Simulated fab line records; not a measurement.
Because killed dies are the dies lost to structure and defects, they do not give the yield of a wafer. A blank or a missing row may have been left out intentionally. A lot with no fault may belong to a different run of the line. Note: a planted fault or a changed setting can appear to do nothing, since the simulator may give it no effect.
fab line records	flow n5-finfet
[record] lots = 7	wafers = 21
route steps=1938 shown BEOL_M11@1562 BEOL_M12@1649 BEOL_M13@1696 BEOL_M14@1753
start-h: hours from the record's first day to the start of the lot's first wafer shown	wait-h: hours from the lot's prior step to this one	" as in the row above	L1.1+2: a single row standing in for several wafers	- no value present, or no start provided	* or withheld: withheld	< > ~ a bound
route shown NAME@n: names a module that has steps shown in the file, with the first one's number in the route	usual: the fault-free wafers' mean and standard deviation	same: alike in all rows	chamber/n: place in a boat	sites: each site's reading	_std_site: standard deviation of those values	_edge_site: outer sites' mean less inner sites'	radius-mm: for every site, how far away it sits from the centre of the wafer	mask NAME#n: copy n	behind: the last tool/chamber to shape the wafer	hold: why the lot was held/for how many hours/how that ended	device: which transistor (n, p or np) failed to switch	end of line: the route-end tests of the same wafers	step lacking rows: just its recipe	killed: the dies lost at the first sort to structure and to defects; this is not the yield of the wafer	map: a wafer's dies, x killed, . not, _ none there
set.NAME: setting as actually run; set.NAME@STEP: the setting as run at that earlier step	model.NAME: the simulator's own value behind a step, which no gauge read
lots with deliberately changed settings; one table per step, one row per wafer
[[steps]]
[step N5_BEOL_M11_COAT_22]
[recipe] resist = CAR-ArF	spin-rpm = 1500	resist-thk-nm = 90
lot.wafer	tool	chamber	start-h	wait-h	set.spin-rpm	model.CAR-ArF_of_BEOL_M11_COAT_22.thk-nm
L077.1	litho-track-03	0	-	-	1387	93.8
L077.2	"	0	"	"	1500	90.4
L077.6	"	0	"	"	1500	90.6
L080.1+3+4	litho-track-03	0	-	-	1500	90
L081.1+4	litho-track-04	0	-	-	1448	92
L081.6	"	0	"	"	1500	90.2
L086.1	litho-track-05	0	-	-	1360	94.2
L086.3	"	0	"	"	1500	89.8
L086.5	"	0	"	"	1360	94.4
L090.2	litho-track-03	0	-	-	1357	94.6
L090.3+5	"	0	"	"	1500	90.2
L092.2	litho-track-05	0	-	-	1500	89.8
L092.4+6	"	0	"	"	1500	89.6
L096.1+2+6	litho-track-04	0	-	-	1500	90
[step N5_BEOL_M11_EBR_24]
[recipe] solvent = PGMEA	ebr-width-mm = 1.5
[step N5_BEOL_M11_SOFTBAKE_23]
[recipe] temp-c = 110	time-s = 60	resist = CAR-ArF
[step N5_BEOL_M11_EXPOSE_25]
[recipe] mask-id = V10	na = 1.35	source-shape = annular	sigma-inner = 0.5	sigma-outer = 0.8	polarization = unpolarized	dose-mj = 85.5
[step N5_BEOL_M11_PEB_26]
[recipe] peb-temp-c = withheld	peb-time-s = 60	resist = CAR-ArF
[step N5_BEOL_M11_DEVELOP_27]
[recipe] develop-time-s = 30	developer = TMAH	resist = CAR-ArF	rinse-liquid = diw	dry = air-spin	dev-temp-c = 23
lot.wafer	tool	chamber	start-h	wait-h	set.spin-rpm@BEOL_M11_COAT_22	model.CAR-ArF_of_BEOL_M11_COAT_22.thk-nm
L077.1	litho-track-04	0	-	-	1387	92.2
L077.2	"	0	"	"	1500	88.6
L077.6	"	0	"	"	1500	88.8
L080.1	litho-track-03	0	-	-	1500	88.2
L080.3+4	"	0	"	"	1500	88.4
L081.1+4	litho-track-05	0	-	-	1448	90.2
L081.6	"	0	"	"	1500	88.4
L086.1	litho-track-04	0	-	-	1360	92.4
L086.3	"	0	"	"	1500	88
L086.5	"	0	"	"	1360	92.8
L090.2	litho-track-04	0	-	-	1357	92.8
L090.3+5	"	0	"	"	1500	88.4
L092.2+4+6	litho-track-05	0	-	-	1500	88
L096.1+6	litho-track-05	0	-	-	1500	88.2
L096.2	"	0	"	"	1500	88.4
[step N5_BEOL_M11_DESCUM_33]
[recipe] chemistry = O2	time-s = 7.9	source-power-w = 50	bias-power-w = 20	pressure-mtorr = 20	rf-frequency-hz = 2.712e+07	temp-c = 40	resist = CAR-ArF	o2-flow-sccm = 225
[step N5_BEOL_M11_ETCH_65]
[recipe] chemistry = CF4	target = SiARC	target-depth-a = 390	mask-material = CAR-ArF	time-s = 65	ion-energy-ev = 80	pressure-mtorr = 40	source-w = 545	bias-w = 36	Ar_flow_sccm = 100	cf4-flow-sccm = 100	ends = cleared
[step N5_BEOL_M11_ETCH_66]
[recipe] chemistry = N2/H2	target = SOC	target-depth-a = 1200	overetch-a = 240	mask-material = SiARC	temp-c = 40	time-s = 180	ion-energy-ev = 200	pressure-mtorr = 30	source-w = 840	bias-w = 150	n2-flow-sccm = 200	h2-flow-sccm = 200
lot.wafer	tool	chamber	start-h	wait-h	set.spin-rpm@BEOL_M11_COAT_63	model.etch.depth-nm
L077.1	rie-diel-02	3	274.88	0.0	1500	100
L077.2+6	"	0,1	"	"	1500	99.98
L080.1	rie-diel-05	0	302.13	0.0	1500	99.49
L080.3	"	1	"	"	1500	99.72
L080.4	"	1	"	"	1500	99.74
L081.1	rie-diel-04	2	302.30	0.0	1500	100.4
L081.4	"	0	"	"	1500	100.5
L081.6	"	3	"	"	1425	103.3
L086.1	rie-diel-04	1	330.66	0.0	1571	97.43
L086.3	"	0	"	"	1500	99.65
L086.5	"	0	"	"	1500	99.93
L090.2	rie-diel-05	2	337.94	0.0	1500	99.95
L090.3	"	3	"	"	1500	100.1
L090.5	"	2	"	"	1500	99.64
L092.2	rie-diel-02	0	358.29	0.0	1500	99.75
L092.4	"	1	"	"	1500	99.98
L092.6	"	3	"	"	1500	99.96
L096.1	rie-diel-05	3	364.32	0.0	1500	99.85
L096.2	"	0	"	"	1500	99.94
L096.6	"	3	"	"	1500	99.71
[step N5_BEOL_M11_STRIP_69]
[recipe] chemistry = N2/H2	temp-c = 40	n2-flow-sccm = 200	h2-flow-sccm = 200	rf-frequency-hz = 6e+07
[step N5_BEOL_M11_VIA_ETCH_34]
[recipe] chemistry = C4F6/O2	target = SiCOH_lowk	target-depth-a = 1845	mask-material = SOC	taper-deg = 4	time-s = 69.2	ion-energy-ev = 250	pressure-mtorr = 30	source-w = 345	bias-w = 185	Ar_flow_sccm = 300	C4F6_flow_sccm = 10	O2_flow_sccm = 10
lot.wafer	tool	chamber	start-h	wait-h	set.spin-rpm@BEOL_M11_COAT_63	model.SOC_of_BEOL_M11_COAT_63.thk-nm
L077.1+6	rie-diel-02	3,1	275.00	0.0	1500	92
L077.2	"	0	"	"	1500	92.2
L080.1	rie-diel-05	0	302.25	0.0	1500	91.4
L080.3+4	"	1	"	"	1500	91.6
L081.1+4	rie-diel-04	2,0	302.42	0.0	1500	92.4
L081.6	"	3	"	"	1425	95
L086.1	rie-diel-04	1	330.79	0.0	1571	89.4
L086.3	"	0	"	"	1500	91.6
L086.5	"	0	"	"	1500	92
L090.2	rie-diel-05	2	338.06	0.0	1500	91.8
L090.3	"	3	"	"	1500	92.2
L090.5	"	2	"	"	1500	91.4
L092.2	rie-diel-02	0	358.42	0.0	1500	91.6
L092.4+6	"	1,3	"	"	1500	92
L096.1	rie-diel-05	3	364.44	0.0	1500	92.2
L096.2	"	0	"	"	1500	91.8
L096.6	"	3	"	"	1500	92
[step N5_BEOL_M12_SPUTTER_44]
[recipe] material = Ta	target-thk-a = 100	temp-c = 50	bias-v = 80	power-w = 15000	chamber-pressure-pa = 0.07	time-s = 16.13
lot.wafer	tool	chamber	start-h	wait-h	set.time-s	model.Ta_of_BEOL_M12_SPUTTER_44.thk-nm
L077.1+2	pvd-sputter-02	-	281.42	0.0	16.13	9.8
L077.6	"	-	"	"	16.13	10
L080.1	pvd-sputter-03	-	308.90	0.0	18.12	11.2
L080.3	"	-	"	"	18.12	11
L080.4	"	-	"	"	16.13	9.8
L081.1	pvd-sputter-03	-	311.46	0.0	17.12	10.8
L081.4	"	-	"	"	17.12	10.6
L081.6	"	-	"	"	16.13	10
L086.1+5	pvd-sputter-01	-	339.28	0.0	16.13	10
L086.3	"	-	"	"	17.26	10.6
L090.2+3	pvd-sputter-01	-	345.99	0.0	18.27	11.4
L090.5	"	-	"	"	16.13	10
L092.2	pvd-sputter-01	-	369.23	0.0	17.79	11
L092.4	"	-	"	"	16.13	9.8
L092.6	"	-	"	"	16.13	10
L096.1+2+6	pvd-sputter-01	-	372.21	0.0	16.13	10
[step N5_BEOL_M13_TRENCH_ETCH_34]
[recipe] chemistry = C4F8/O2/Ar	target = SiOC	target-depth-a = 4134.7	mask-material = SOC	pressure-mtorr = 30	source-w = 3000	bias-w = 700	Ar_flow_sccm = 400	C4F8_flow_sccm = 15	O2_flow_sccm = 8	he-inner-torr = 15	he-outer-torr = 30	time-s = 162.6	ion-energy-ev = 250
lot.wafer	tool	chamber	start-h	wait-h	set.time-s	model.etch.depth-nm
L077.1	rie-diel-05	2	284.86	0.0	180.6	466.7
L077.2	"	3	"	"	162.6	402
L077.6	"	3	"	"	180.6	447.9
L080.1	rie-diel-05	2	312.36	0.0	180.1	459.6
L080.3	"	2	"	"	162.6	415.2
L080.4	"	1	"	"	180.1	449.4
L081.1	rie-diel-04	3	314.59	0.0	162.6	415.1
L081.4	"	1	"	"	189.5	479.4
L081.6	"	1	"	"	189.5	478
L086.1	rie-diel-02	3	342.56	0.0	148.4	371.1
L086.3	"	2	"	"	148.4	371.9
L086.5	"	1	"	"	148.4	378.9
L090.2	rie-diel-02	2	349.47	0.0	198.3	495.9
L090.3	"	1	"	"	162.6	415.2
L090.5	"	2	"	"	198.3	499
L092.2	rie-diel-04	2	372.72	0.0	162.6	409.3
L092.4	"	3	"	"	148.7	380.2
L092.6	"	2	"	"	148.7	374.2
L096.1	rie-diel-05	0	375.37	0.0	162.6	421
L096.2	"	1	"	"	162.6	417.7
L096.6	"	2	"	"	162.6	419.2
[step N5_BEOL_M13_STRIP_70]
[recipe] chemistry = C4F8/O2/Ar	resist = SiARC	rf-frequency-hz = 6e+07
[step N5_BEOL_M13_OCD_MEAS_35]
[usual] trench-depth-nm = 412/5.5
lot.wafer	tool	chamber	start-h	wait-h	set.time-s@BEOL_M13_TRENCH_ETCH_34	trench-depth-nm
L077.1	ocd-01	-	285.03	0.0	180.6	467
L077.2	"	-	"	"	162.6	402
L077.6	"	-	"	"	180.6	448
L080.1	ocd-01	-	312.61	0.0	180.1	459
L080.3	"	-	"	"	162.6	415
L080.4	"	-	"	"	180.1	449
L081.1	ocd-01	-	314.76	0.0	162.6	415
L081.4	"	-	"	"	189.5	479
L081.6	"	-	"	"	189.5	478
L086.1	ocd-02	-	342.74	0.0	148.4	371
L086.3	"	-	"	"	148.4	372
L086.5	"	-	"	"	148.4	380
L090.2	ocd-02	-	349.65	0.0	198.3	496
L090.3	"	-	"	"	162.6	416
L090.5	"	-	"	"	198.3	499
L092.2	ocd-02	-	372.90	0.0	162.6	409
L092.4	"	-	"	"	148.7	380
L092.6	"	-	"	"	148.7	374
L096.1	ocd-01	-	375.54	0.0	162.6	421
L096.2	"	-	"	"	162.6	418
L096.6	"	-	"	"	162.6	419
[step N5_BEOL_M13_SPUTTER_45]
[recipe] material = Cu	target-thk-a = 800	temp-c = -20	bias-v = 60	power-w = 26000	chamber-pressure-pa = 0.13	time-s = 13.33
lot.wafer	tool	chamber	start-h	wait-h	set.power-w
L077.1	pvd-sputter-03	-	286.49	0.0	23410
L077.2+6	"	-	"	"	26000
L080.1	pvd-sputter-02	-	314.73	0.0	26000
L080.3+4	"	-	"	"	22690
L081.1+6	pvd-sputter-02	-	318.21	0.0	24140
L081.4	"	-	"	"	26000
L086.1	pvd-sputter-03	-	345.12	0.0	21840
L086.3+5	"	-	"	"	26000
L090.2+3	pvd-sputter-02	-	351.67	0.0	22110
L090.5	"	-	"	"	26000
L092.2+4	pvd-sputter-01	-	375.50	0.0	26000
L092.6	"	-	"	"	30450
L096.1+2+6	pvd-sputter-01	-	378.08	0.0	26000
[step N5_BEOL_M13_ECD_47]
[recipe] material = Cu	target-thk-a = 9360
[step N5_BEOL_M13_ANNEAL_48]
[recipe] temp-c = 225	time-s = 90	ambient = N2
[step N5_BEOL_M13_CMP_49]
[recipe] stop-on = SiOC	t-overpolish-s = 17.1	down-force-psi = 1	platen-rpm = 50	clearing-platen-down-force-psi = 1.5	clearing-platen-rpm = 50	post-cmp-clean = cu-alkaline	target-thk-nm = 420	clearing-platen-pad-velocity-m-s = 0.99484	pad-velocity-m-s = 0.99484
lot.wafer	tool	chamber	start-h	wait-h	set.time-s@BEOL_M13_TRENCH_ETCH_34	model.Cu_of_BEOL_M13_ECD_47.thk-nm
L077.1	cmp-02	3	287.15	0.3	180.6	-
L077.2	"	0	"	"	162.6	408.8
L077.6	"	1	"	"	180.6	453.6
L080.3	cmp-02	1	315.31	0.2	162.6	-
L080.1	"	2	"	"	180.1	466.2
L080.4	"	0	"	"	180.1	-
L081.4	cmp-03	3	319.06	0.2	189.5	486.2
L081.1	"	0	"	"	162.6	-
L081.6	"	0	"	"	189.5	-
L086.3	cmp-03	0	345.70	0.2	148.4	378.6
L086.1	"	1	"	"	148.4	-
L086.5	"	1	"	"	148.4	387.2
L090.3	cmp-03	1	352.44	0.2	162.6	-
L090.2	"	2	"	"	198.3	-
L090.5	"	1	"	"	198.3	505.4
L092.2	cmp-02	1	376.13	0.3	162.6	414.4
L092.4	"	3	"	"	148.7	386.2
L092.6	"	0	"	"	148.7	-
L096.1	cmp-02	3	378.66	0.3	162.6	427.2
L096.2	"	1	"	"	162.6	424.6
L096.6	"	3	"	"	162.6	426
[step N5_BEOL_M13_PRE_CLEAN_52]
[recipe] gas = NH3	time-s = 15	temp-c = withheld	rf-power-w = 300
[step N5_BEOL_M13_DEP_53]
[recipe] material = SiCN	target-thk-a = 500	temp-c = withheld	precursor = 3MS/NH3	pressure-torr = 3	rf-w = 675	time-s = 17.8
[step N5_BEOL_M13_RS_MEAS_54]
[recipe] thk-meas-gauge = four-point-probe	reads = Cu_of_BEOL_M13_ECD_47+Ta_of_BEOL_M13_SPUTTER_44+TaN_of_BEOL_M13_SPUTTER_43
[usual] M13_RS = 0.0450/0.0006
lot.wafer	tool	chamber	start-h	wait-h	set.time-s@BEOL_M13_TRENCH_ETCH_34	M13_RS[ohm/sq]
L077.1	film-metro-01	-	287.50	0.0	180.6	0.0395
L077.2	"	-	"	"	162.6	0.0461
L077.6	"	-	"	"	180.6	0.0414
L080.1	film-metro-02	-	315.76	0.1	180.1	0.0404
L080.3	"	-	"	"	162.6	0.0447
L080.4	"	-	"	"	180.1	0.0411
L081.1	film-metro-01	-	319.49	0.0	162.6	0.0446
L081.4	"	-	"	"	189.5	0.0386
L081.6	"	-	"	"	189.5	0.0387
L086.1	film-metro-02	-	346.12	0.0	148.4	0.0500
L086.3	"	-	"	"	148.4	0.0499
L086.5	"	-	"	"	148.4	0.0488
L090.2	film-metro-01	-	352.86	0.1	198.3	0.0373
L090.3	"	-	"	"	162.6	0.0448
L090.5	"	-	"	"	198.3	0.0371
L092.2	film-metro-02	-	376.52	0.1	162.6	0.0454
L092.4	"	-	"	"	148.7	0.0489
L092.6	"	-	"	"	148.7	0.0501
L096.1	film-metro-02	-	379.08	0.0	162.6	0.0441
L096.2	"	-	"	"	162.6	0.0444
L096.6	"	-	"	"	162.6	0.0442
[step N5_BEOL_M14_TRENCH_ETCH_34]
[recipe] chemistry = C4F8/O2/Ar	target = SiO2	target-depth-a = 5566.5	mask-material = SOC	he-inner-torr = 15	he-outer-torr = 30	time-s = 126.9	ion-energy-ev = 800	pressure-mtorr = 20	source-w = 1905	bias-w = 2040	Ar_flow_sccm = 400	C4F8_flow_sccm = 16	O2_flow_sccm = 12
lot.wafer	tool	chamber	start-h	wait-h	set.time-s	model.etch.depth-nm
L077.1	rie-diel-01	2	290.03	0.0	126.9	550.7
L077.2	"	1	"	"	126.9	561.1
L077.6	"	3	"	"	126.9	564.7
L080.1	rie-diel-01	1	317.73	0.0	111	502.6
L080.3	"	2	"	"	126.9	552.1
L080.4	"	0	"	"	111	485.2
L081.1	rie-diel-01	3	321.89	0.0	126.9	562.5
L081.4	"	2	"	"	136.4	595.7
L081.6	"	1	"	"	136.4	611.6
L086.1	rie-diel-01	3	348.20	0.0	126.9	560.3
L086.3	"	2	"	"	140.5	608.1
L086.5	"	1	"	"	126.9	566.2
L090.2	rie-diel-06	1	355.16	0.0	137.8	602.4
L090.3	"	0	"	"	137.8	598.2
L090.5	"	1	"	"	126.9	561.1
L092.2	rie-diel-06	0	378.51	0.0	126.9	555.8
L092.4	"	2	"	"	140.7	607.5
L092.6	"	0	"	"	126.9	557.9
L096.1	rie-diel-01	2	381.24	0.0	126.9	559.5
L096.2	"	0	"	"	126.9	554.6
L096.6	"	0	"	"	126.9	552
[step N5_BEOL_M14_STRIP_70]
[recipe] chemistry = C4F8/O2/Ar	resist = SiARC	rf-frequency-hz = 6e+07
[step N5_BEOL_M14_OCD_MEAS_35]
[usual] trench-depth-nm = 556/7.7
lot.wafer	tool	chamber	start-h	wait-h	set.time-s@BEOL_M14_TRENCH_ETCH_34	trench-depth-nm
L077.1	ocd-01	-	290.19	0.0	126.9	551
L077.2	"	-	"	"	126.9	561
L077.6	"	-	"	"	126.9	565
L080.1	ocd-01	-	317.89	0.0	111	503
L080.3	"	-	"	"	126.9	552
L080.4	"	-	"	"	111	485
L081.1	ocd-02	-	322.05	0.0	126.9	562
L081.4	"	-	"	"	136.4	595
L081.6	"	-	"	"	136.4	612
L086.1	ocd-02	-	348.36	0.0	126.9	560
L086.3	"	-	"	"	140.5	608
L086.5	"	-	"	"	126.9	566
L090.2	ocd-02	-	355.32	0.0	137.8	603
L090.3	"	-	"	"	137.8	598
L090.5	"	-	"	"	126.9	561
L092.2	ocd-01	-	378.67	0.0	126.9	556
L092.4	"	-	"	"	140.7	607
L092.6	"	-	"	"	126.9	557
L096.1	ocd-01	-	381.39	0.0	126.9	559
L096.2	"	-	"	"	126.9	555
L096.6	"	-	"	"	126.9	552
[step N5_BEOL_M14_SPUTTER_44]
[recipe] material = Ta	target-thk-a = 150	temp-c = 50	bias-v = 80	power-w = 15000	chamber-pressure-pa = 0.07	time-s = 24.19
lot.wafer	tool	chamber	start-h	wait-h	set.power-w	model.Ta_of_BEOL_M14_SPUTTER_44.thk-nm
L077.1+2	pvd-sputter-01	-	290.87	0.0	13520	13.4
L077.6	"	-	"	"	13520	13.6
L080.1	pvd-sputter-03	-	321.04	0.0	15000	15.2
L080.3	"	-	"	"	15000	15
L080.4	"	-	"	"	14060	14.2
L081.1+6	pvd-sputter-01	-	322.80	0.0	15000	15
L081.4	"	-	"	"	15000	14.8
L086.1	pvd-sputter-03	-	351.22	0.0	15000	15.2
L086.3	"	-	"	"	16420	16.4
L086.5	"	-	"	"	15000	14.8
L090.2	pvd-sputter-03	-	355.84	0.0	15000	15.4
L090.3+5	"	-	"	"	13980	14.4
L092.2+4+6	pvd-sputter-03	-	379.84	0.0	15000	15
L096.1+2+6	pvd-sputter-02	-	385.81	0.0	15000	15.2
[step N5_BEOL_M14_SPUTTER_45]
[recipe] material = Cu	target-thk-a = 1000	temp-c = -20	bias-v = 60	power-w = 26000	chamber-pressure-pa = 0.13	time-s = 16.67
[step N5_BEOL_M14_ECD_47]
[recipe] material = Cu	target-thk-a = 12480
[step N5_BEOL_M14_ANNEAL_48]
[recipe] temp-c = 225	time-s = 90	ambient = N2
[step N5_BEOL_M14_CMP_49]
[recipe] stop-on = SiO2	t-overpolish-s = 5.2	down-force-psi = 2	platen-rpm = 80	clearing-platen-down-force-psi = 2	clearing-platen-rpm = 80	post-cmp-clean = cu-alkaline	target-thk-nm = 560	clearing-platen-pad-velocity-m-s = 1.5917	pad-velocity-m-s = 1.5917
lot.wafer	tool	chamber	start-h	wait-h	set.time-s@BEOL_M14_TRENCH_ETCH_34	model.Cu_of_BEOL_M14_ECD_47.thk-nm
L077.2	cmp-03	2	292.31	0.3	126.9	566.8
L077.1	"	3	"	"	126.9	556.4
L077.6	"	1	"	"	126.9	569.2
L080.3	cmp-04	0	322.34	0.2	126.9	555
L080.4	"	2	"	"	111	489.8
L080.1	"	3	"	"	111	506.8
L081.1	cmp-04	3	323.59	0.3	126.9	567
L081.4	"	0	"	"	136.4	601.6
L081.6	"	3	"	"	136.4	616.2
L086.3	cmp-04	2	352.10	0.2	140.5	610
L086.1	"	0	"	"	126.9	563.8
L086.5	"	2	"	"	126.9	569.8
L090.3	cmp-04	1	356.60	0.2	137.8	601.2
L090.2	"	2	"	"	137.8	605.4
L090.5	"	3	"	"	126.9	566
L092.2	cmp-04	3	380.74	0.3	126.9	560
L092.4	"	1	"	"	140.7	610.6
L092.6	"	2	"	"	126.9	560.8
L096.1	cmp-01	2	386.61	0.3	126.9	562.4
L096.2	"	0	"	"	126.9	557.8
L096.6	"	1	"	"	126.9	556.4
[step N5_BEOL_M14_THK_MEAS_50]
[recipe] thk-meas-gauge = xrf	reads = Cu_of_BEOL_M14_ECD_47
[usual] M14_THK = 571/8.9
lot.wafer	tool	chamber	start-h	wait-h	set.time-s@BEOL_M14_TRENCH_ETCH_34	M14_THK[nm]
L077.1	film-metro-02	-	292.57	-	126.9	566
L077.2	"	-	"	"	126.9	576
L077.6	"	-	"	"	126.9	573
L080.1	film-metro-01	-	322.64	-	111	517
L080.3	"	-	"	"	126.9	571
L080.4	"	-	"	"	111	499
L081.1	film-metro-01	-	323.89	-	126.9	582
L081.4	"	-	"	"	136.4	617
L081.6	"	-	"	"	136.4	632
L086.1	film-metro-02	-	352.36	-	126.9	571
L086.3	"	-	"	"	140.5	616
L086.5	"	-	"	"	126.9	577
L090.2	film-metro-01	-	356.82	-	137.8	613
L090.3	"	-	"	"	137.8	610
L090.5	"	-	"	"	126.9	569
L092.2	film-metro-01	-	381.01	0.2	126.9	571
L092.4	"	-	"	"	140.7	626
L092.6	"	-	"	"	126.9	577
L096.1	film-metro-01	-	386.86	-	126.9	572
L096.2	"	-	"	"	126.9	568
L096.6	"	-	"	"	126.9	563
[step N5_BEOL_M14_PRE_CLEAN_52]
[recipe] gas = NH3	time-s = 15	temp-c = withheld	rf-power-w = 300
[step N5_BEOL_M14_DEP_53]
[recipe] material = SiCN	target-thk-a = 500	temp-c = withheld	precursor = 3MS/NH3	pressure-torr = 3	rf-w = 675	time-s = 17.8
[step N5_BEOL_M14_RS_MEAS_54]
[recipe] thk-meas-gauge = four-point-probe	reads = Cu_of_BEOL_M14_ECD_47+Ta_of_BEOL_M14_SPUTTER_44+TaN_of_BEOL_M14_SPUTTER_43
[usual] M14_RS = 0.0332/0.00048
lot.wafer	tool	chamber	start-h	wait-h	set.time-s@BEOL_M14_TRENCH_ETCH_34	M14_RS[ohm/sq]
L077.1	film-metro-02	-	292.70	0.0	126.9	0.0334
L077.2	"	-	"	"	126.9	0.0328
L077.6	"	-	"	"	126.9	0.0327
L080.1	film-metro-01	-	322.79	0.1	111	0.0368
L080.3	"	-	"	"	126.9	0.0335
L080.4	"	-	"	"	111	0.0380
L081.1	film-metro-02	-	324.01	0.0	126.9	0.0327
L081.4	"	-	"	"	136.4	0.0309
L081.6	"	-	"	"	136.4	0.0300
L086.1	film-metro-02	-	352.48	0.0	126.9	0.0328
L086.3	"	-	"	"	140.5	0.0304
L086.5	"	-	"	"	126.9	0.0325
L090.2	film-metro-01	-	356.95	0.1	137.8	0.0306
L090.3	"	-	"	"	137.8	0.0308
L090.5	"	-	"	"	126.9	0.0328
L092.2	film-metro-01	-	381.14	0.1	126.9	0.0332
L092.4	"	-	"	"	140.7	0.0303
L092.6	"	-	"	"	126.9	0.0331
L096.1	film-metro-01	-	386.99	0.0	126.9	0.0330
L096.2	"	-	"	"	126.9	0.0333
L096.6	"	-	"	"	126.9	0.0334
[[key]]
[split] step = N5_BEOL_M11_COAT_22	setting = spin-rpm	stated = 1500	by = wafer
[response] step = N5_BEOL_M11_COAT_22	reading = model.CAR-ArF_of_BEOL_M11_COAT_22.thk-nm	change = -0.466	per = 1%	r = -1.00
[response] step = N5_BEOL_M11_DEVELOP_27	reading = model.CAR-ArF_of_BEOL_M11_COAT_22.thk-nm	change = -0.476	per = 1%	r = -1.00
[split] step = N5_BEOL_M12_SPUTTER_44	setting = time-s	stated = 16.13	by = wafer
[response] step = N5_BEOL_M12_SPUTTER_44	reading = model.Ta_of_BEOL_M12_SPUTTER_44.thk-nm	change = +0.104	per = 1%	r = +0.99
[split] step = N5_BEOL_M13_TRENCH_ETCH_34	setting = time-s	stated = 162.6	by = wafer
[response] step = N5_BEOL_M13_TRENCH_ETCH_34	reading = model.etch.depth-nm	change = +3.91	per = 1%	r = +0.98
[response] step = N5_BEOL_M13_OCD_MEAS_35	reading = trench-depth-nm	change = +3.89	per = 1%	r = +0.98
[response] step = N5_BEOL_M13_CMP_49	reading = model.Cu_of_BEOL_M13_ECD_47.thk-nm	change = +3.77	per = 1%	r = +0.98
[response] step = N5_BEOL_M13_RS_MEAS_54	reading = M13_RS	change = -0.00038	per = 1%	r = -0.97
[split] step = N5_BEOL_M13_SPUTTER_45	setting = power-w	stated = 26000	by = wafer
response none clear
[split] step = N5_BEOL_M14_TRENCH_ETCH_34	setting = time-s	stated = 126.9	by = wafer
[response] step = N5_BEOL_M14_TRENCH_ETCH_34	reading = model.etch.depth-nm	change = +4.63	per = 1%	r = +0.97
[response] step = N5_BEOL_M14_OCD_MEAS_35	reading = trench-depth-nm	change = +4.63	per = 1%	r = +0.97
[response] step = N5_BEOL_M14_CMP_49	reading = model.Cu_of_BEOL_M14_ECD_47.thk-nm	change = +4.53	per = 1%	r = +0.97
[response] step = N5_BEOL_M14_THK_MEAS_50	reading = M14_THK	change = +4.76	per = 1%	r = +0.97
[response] step = N5_BEOL_M14_RS_MEAS_54	reading = M14_RS	change = -0.000266	per = 1%	r = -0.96
[split] step = N5_BEOL_M14_SPUTTER_44	setting = power-w	stated = 15000	by = wafer
[response] step = N5_BEOL_M14_SPUTTER_44	reading = model.Ta_of_BEOL_M14_SPUTTER_44.thk-nm	change = +0.147	per = 1%	r = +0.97
split outside-this-file step=N5_BEOL_M11_COAT_63 setting=spin-rpm
// split outside-this-file: this setting was split too, and the file shows its column; the key of that split is in another file
